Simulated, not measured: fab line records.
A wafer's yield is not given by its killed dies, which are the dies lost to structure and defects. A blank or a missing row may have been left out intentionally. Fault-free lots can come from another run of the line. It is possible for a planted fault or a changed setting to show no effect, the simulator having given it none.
Split-lot study    flow n5Finfet    21 wafers read across 7 lots, on a route 1938 steps long

== THE SPLIT ITSELF ==
At N5_BEOL_M5_PECVD_70 (deposits SiO2 from TEOS/O2, target thk 16 nm, time 18 s), the setting timeS was moved away from the recipe's 18 s on 7 of the 21 wafers read, by -13.0% to +8.8%. All remaining wafers had this setting at the recipe value.

The reading is taken at the split's own step.

== THE READING ==
SiO2_of_BEOL_M5_PECVD_70.thkNm (the simulator's own value, which no gauge read), in nm, at N5_BEOL_M5_PECVD_70 (deposits SiO2 from TEOS/O2, target thk 16 nm, time 18 s). There is no usual value for it anywhere in the file. Here, 14 wafers ran the recipe; their average is 15.9 nm with a standard deviation of 0.29 nm.

wafer   tool, chamber at the split  timeS as run, s  against the recipe  SiO2_of_BEOL_M5_PECVD_70.thkNm, nm  against lot-mates on the recipe
L074.3  pecvd-03, 1                 18               recipe              15.8                                -
L074.4  pecvd-03, 1,2               17.26            -4.1%               15.6                                -0.2
L074.5  pecvd-03, 1,2               17.26            -4.1%               15.6                                -0.2
L076.1  pecvd-04, 1                 18               recipe              15.8                                -
L076.4  pecvd-04, 1                 15.66            -13.0%              14.4                                -1.8
L076.6  pecvd-04, 0                 18               recipe              16.6                                -
L080.2  pecvd-04, 1                 19.58            +8.8%               17                                  no lot-mate on the recipe
L080.5  pecvd-04, 1                 19.58            +8.8%               17.4                                no lot-mate on the recipe
L080.6  pecvd-04, 0                 19.58            +8.8%               17.6                                no lot-mate on the recipe
L081.3  pecvd-02, 2                 18               recipe              15.8                                -
L081.4  pecvd-02, 0                 18               recipe              16.2                                -
L081.6  pecvd-02, 2                 18               recipe              16                                  -
L088.1  pecvd-03, 0                 18               recipe              15.4                                -
L088.2  pecvd-03, 2                 18               recipe              15.6                                -
L088.5  pecvd-03, 1                 18               recipe              16                                  -
L090.1  pecvd-03, 1,2               18               recipe              16                                  -
L090.4  pecvd-03, 1,2               18               recipe              16                                  -
L090.6  pecvd-03, 2                 18               recipe              16.2                                -
L097.1  pecvd-04, 0                 18               recipe              15.8                                -
L097.2  pecvd-04, 2                 18               recipe              15.6                                -
L097.5  pecvd-04, 1                 15.76            -12.4%              14.2                                -1.5
The file does not say which wafer passed through which chamber wherever a row lists several chambers: such a row stands for several wafers.

FIT RESULTS
A straight line over all 21 wafers: SiO2_of_BEOL_M5_PECVD_70.thkNm changes by +0.138 nm for each +1% of timeS; r = +0.94; the points scatter about the line by 0.29 nm.
The same after taking each lot's own level away (the mean of its wafers on the recipe; 18 wafers): +0.125 nm for each +1%; r = +0.92; scatter 0.23 nm.
According to that fit, moving timeS by its largest amount changes the reading by 1.6 nm.
Measured against the standard deviation above, the lots' own levels, which go from 15.67 to 16.20 nm, span 1.8 times it.
Thus the slope moves with the lot-to-lot level: the two fits are different.
Check: -1.41 nm against its lot-mates is what the line predicts for one of the wafers moved furthest among these (-13.0%) when that wafer is left out of the fit. Against them it came out at -1.8 nm.

== THESE WAFERS: OTHER SPLITS ==
Before the reading, these wafers also passed through other splits. Each is held against what the fit with the lots' levels taken away leaves over:
other split on the same wafers  wafers away from the commonest value  r with SiO2_of_BEOL_M5_PECVD_70.thkNm (lot level and that fit taken away)
N5_BEOL_M4_DESCUM_33 timeS      7                                     -0.06

== FILE'S OWN FIT ==
SiO2_of_BEOL_M5_PECVD_70.thkNm changes by +0.126 nm for each +1% of timeS, r = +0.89.
